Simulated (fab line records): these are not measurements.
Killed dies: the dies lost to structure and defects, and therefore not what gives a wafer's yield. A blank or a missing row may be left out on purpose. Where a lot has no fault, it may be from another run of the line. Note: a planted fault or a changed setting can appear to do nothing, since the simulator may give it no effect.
Which tool is to blame? | flow n5 finfet | 7 lots, 21 wafers sampled, at 1 step of a route of 1938

WHAT EACH GAUGE READ, for each wafer
N5_MIM_TOP_LITHO_INSPECT_12: inspects for defects (macro).
lot  | measured     | on                | raw defect count
L782 | day 12 00:29 | defect inspect-02 | 3 4 2
L788 | day 12 22:41 | defect inspect-01 | 1 2 0
L790 | day 13 10:29 | defect inspect-01 | 2 2 2
L792 | day 14 05:05 | defect inspect-01 | 3 1 3
L798 | day 16 02:12 | defect inspect-02 | 4 2 3
L802 | day 16 21:41 | defect inspect-01 | 2 3 2
L804 | day 17 09:52 | defect inspect-02 | 1 2 2

TOOL THAT RAN EACH LOT (tool first, then ch and the chambers of the sampled wafers, then the start)
No process step before these readings appears in the record.

THE ANSWER, worked out from the rows above alone
Rule: the lots themselves supply what counts as usual. The widest of any qualifying gaps counts: lots, ordered by their means at a reading, are off when they make up no more than a third of the lots, leave a main group of 4 or more, and stand apart from it by 3 or more times the standard deviation of that group's means. If all means in a main group match to the digits the tables above print for the reading, that group is not used. A lot without any number at a reading at which 4 lots or more have one is off too. Any other lot the step has rows for is counted as sound.
Across all readings shown, no lot is off: no conclusion can be drawn from this.

WHAT THE SIMULATOR PUT IN
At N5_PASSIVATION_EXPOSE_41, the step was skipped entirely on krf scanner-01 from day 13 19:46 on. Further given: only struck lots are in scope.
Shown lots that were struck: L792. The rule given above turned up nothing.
